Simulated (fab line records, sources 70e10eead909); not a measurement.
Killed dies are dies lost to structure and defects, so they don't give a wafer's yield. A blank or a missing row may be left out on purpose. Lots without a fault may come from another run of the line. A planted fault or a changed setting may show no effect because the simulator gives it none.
A struck lot beside a sound one | flow nand_harc | 21 steps out of a route of 1302
Sound: wafers L950.1, L950.4, L950.5. Struck: wafers L965.1, L965.4, L965.6. The cause comes at the end.
At each step with rows: each side's tool, then ch and its chambers, then its first start. Under that, the readings that differ: sound wafers | struck wafers | difference of the means | sigmas: that difference in standard deviations of wafers without a fault.
alike: readings whose means differ by less than 2 such deviations, and words and numbers that are the same on both sides. not compared: withheld readings, readings that some wafer has no value for, bounds like >300 that may hide the same value, and numbers for which the record gives no deviation and whose values overlap.
The two part at a step that has a row with sigmas, a row that says differs or no value, or rows on one side only. Numbers that don't overlap but have no deviation are shown without sigmas and don't part them. A reading that every wafer of one side lacks parts them only if that side has two wafers or more.

NHARC_A_BLC_CMP_25: polishes, t overpolish 30 s, target thk 150 nm.
  sound on cmp-01 ch 0,1,2, day 24 11:49; struck on cmp-02 ch 0,1,2, day 30 08:16
  alike: motor_current_A, overpolish_run_s, time_to_endpoint_s
then, 1 step without rows for these wafers: NHARC_A_BLC_SRD_27.
NHARC_A_BLC_INSPECT_28:
  sound on defect_inspect-02, day 24 12:13; struck on defect_inspect-01, day 30 08:40
  alike: raw_defect_count
then, 8 steps without rows for these wafers: NHARC_A_M0_DEP_00 (deposits SiOC, target thk 150 nm); NHARC_A_M0_DEHYDRATE_01 (time 120 s); NHARC_A_M0_HMDS_02 (time 30 s); NHARC_A_M0_COAT_33 (time 65 s); NHARC_A_M0_COAT_03 (resist thk 90 nm); NHARC_A_M0_SOFTBAKE_04 (time 55 s); NHARC_A_M0_EBR_05; NHARC_A_M0_EXPOSE_06 (exposes mask A M0, target cd 80 nm).
NHARC_A_M0_PEB_07: peb time 65 s.
  sound on litho_track-06 ch 0, day 24 13:02; struck on litho_track-04 ch 0, day 30 09:23
then, 1 step without rows for these wafers: NHARC_A_M0_DEVELOP_08 (develop time 35 s).
NHARC_A_M0_CD_MEAS_09: target cd 80 nm.
  sound on cd_sem-02 ch 0, day 24 13:07; struck on cd_sem-02 ch 0, day 30 09:28
  reading    | sound          | struck         | difference | sigmas
  cd_nm (nm) | 78.3 79.9 80.0 | 83.4 83.4 82.4 | +3.7       | +5
NHARC_A_M0_OVL_MEAS_10: pitch 160 nm.
  sound on overlay-02, day 24 13:12; struck on overlay-02, day 30 09:32
  reading           | sound          | struck      | difference | sigmas
  overlay_y_nm (nm) | -1.8 -0.9 -1.6 | 1.9 2.1 1.4 | +3.2       | +3
  alike: overlay_x_nm
NHARC_A_M0_INSPECT_11:
  sound on defect_inspect-01, day 24 13:14; struck on defect_inspect-01, day 30 09:35
  alike: raw_defect_count
NHARC_A_M0_DESCUM_14: chemistry O2, time 3 s.
  sound on rie_diel-09 ch 0,1,2, day 24 13:19; struck on rie_diel-01 ch 0,2, day 30 09:39
  reading               | sound             | struck            | difference | sigmas
  model.A_M0.cd_nm (nm) | 78.52 79.96 80.06 | 83.09 82.33 82.33 | +3.07      |
  alike: drypump_motor_current_A, oes_product_au, rf_vpp_V, showerhead_plenum_p_Torr, throttle_valve_pct
  not compared: rf_hours_counter_h
NHARC_A_M0_ETCH_34: etches the open film in N2/H2, target depth 40 nm, overetch 12 nm, time 43.94 s.
  sound on rie_diel-09 ch 1,2, day 24 13:23; struck on rie_diel-01 ch 0,1,2, day 30 09:44
  alike: drypump_motor_current_A, n2_flow_sccm, oes_product_au, rf_vpp_V, showerhead_plenum_p_Torr, throttle_valve_pct
  not compared: rf_hours_counter_h
NHARC_A_M0_ETCH_15: etches the open film in C4F8/Ar, target depth 150 nm, overetch 15 nm, time 82.5 s.
  sound on rie_diel-09 ch 1,2; struck on rie_diel-01 ch 0,2,3
  reading               | sound             | struck            | difference | sigmas
  model.A_M0.cd_nm (nm) | 78.19 80.07 79.85 | 82.78 81.74 82.47 | +2.96      |
  alike: oes_product_au, rf_vpp_V
  not compared: rf_hours_counter_h
NHARC_A_M0_CD_MEAS_16:
  sound on cd_sem-01, day 24 13:35; struck on cd_sem-03, day 30 09:56
  reading    | sound          | struck         | difference | sigmas
  cd_nm (nm) | 78.2 80.1 79.9 | 82.3 81.8 82.4 | +2.8       | +3
NHARC_END_SORT_01:
  the record has rows for the struck wafers here (prober-02 ch 0, day 32 00:16) and none for the sound ones

WHERE THEY PART
First at NHARC_A_M0_CD_MEAS_09; last, within this record, at NHARC_END_SORT_01.

WHY: what the simulator had put in
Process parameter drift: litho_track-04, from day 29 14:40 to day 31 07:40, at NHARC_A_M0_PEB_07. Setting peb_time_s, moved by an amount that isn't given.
